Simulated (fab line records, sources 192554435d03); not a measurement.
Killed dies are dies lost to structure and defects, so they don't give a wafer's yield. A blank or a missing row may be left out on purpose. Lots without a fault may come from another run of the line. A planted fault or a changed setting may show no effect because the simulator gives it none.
Chamber matching | flow n5_finfet | N5_BEOL_M6_STRIP_19 on rie_diel-04: 4 sister chambers
The step strips in O2. 14 wafers are shown with their chamber, then 7 later ones without.

WAFERS WITH THEIR CHAMBER
wafer  | chamber | showerhead_plenum_p_Torr (Torr) | throttle_valve_pct (%) | oes_product_au (a.u.)
L076.3 | 1       | 2.01                            | 16.69                  | 0.74
L076.5 | 1       | 2.01                            | 16.69                  | 0.74
L076.6 | 0       | 2.03                            | 16.47                  | 0.85
L080.1 | 0       | 2.02                            | 16.47                  | 0.84
L080.2 | 1       | 2.01                            | 16.70                  | 0.74
L080.3 | 2       | 2.12                            | 16.44                  | 0.85
L083.3 | 2       | 2.12                            | 16.44                  | 0.84
L083.4 | 0       | 2.02                            | 16.48                  | 0.84
L083.6 | 2       | 2.12                            | 16.40                  | 0.84
L086.1 | 2       | 2.12                            | 16.44                  | 0.83
L086.2 | 1       | 2.00                            | 16.71                  | 0.73
L086.3 | 3       | 2.12                            | 16.63                  | 0.81
L089.3 | 0       | 2.02                            | 16.52                  | 0.81
L089.4 | 2       | 2.11                            | 16.45                  | 0.82

SIGNATURES (means of the wafers above)
reading                  | chamber 0 | chamber 1 | chamber 2 | chamber 3 | scatter within a chamber
showerhead_plenum_p_Torr | 2.0225    | 2.0075    | 2.1180    | 2.1200    | 0.0048
throttle_valve_pct       | 16.4850   | 16.6975   | 16.4340   | 16.6300   | 0.0187
oes_product_au           | 0.8350    | 0.7375    | 0.8360    | 0.8100    | 0.0122
Rule: a wafer's distance from a chamber is the root of the sum, over the readings, of the square of ((its reading less the chamber's mean) divided by the reading's scatter). The wafer belongs to the nearest chamber; if the next one is less than 2 further off, it can't be placed. The scatter: the root of (the sum of the squares of (reading less its chamber's mean) over the shown wafers, divided by (wafers less chambers)).

WAFERS WITHOUT THEIR CHAMBER
wafer  | showerhead_plenum_p_Torr (Torr) | throttle_valve_pct (%) | oes_product_au (a.u.)
L089.6 | 2.12                            | 16.65                  | 0.80
L092.1 | 2.11                            | 16.49                  | 0.81
L092.2 | 2.12                            | 16.68                  | 0.79
L092.5 | 2.00                            | 16.76                  | 0.72
L095.2 | 2.12                            | 16.68                  | 0.79
L095.3 | 2.11                            | 16.48                  | 0.82
L095.5 | 2.01                            | 16.56                  | 0.80

WHICH CHAMBER EACH WENT THROUGH
wafer  | from the rows above | in truth
L089.6 | 3                   | 3
L092.1 | 2                   | 2
L092.2 | 3                   | 3
L092.5 | 1                   | 1
L095.2 | 3                   | 3
L095.3 | 2                   | 2
L095.5 | 0                   | 0
Placed correctly: 7 of 7. Can't be placed from these rows: 0. Placed wrongly: 0.
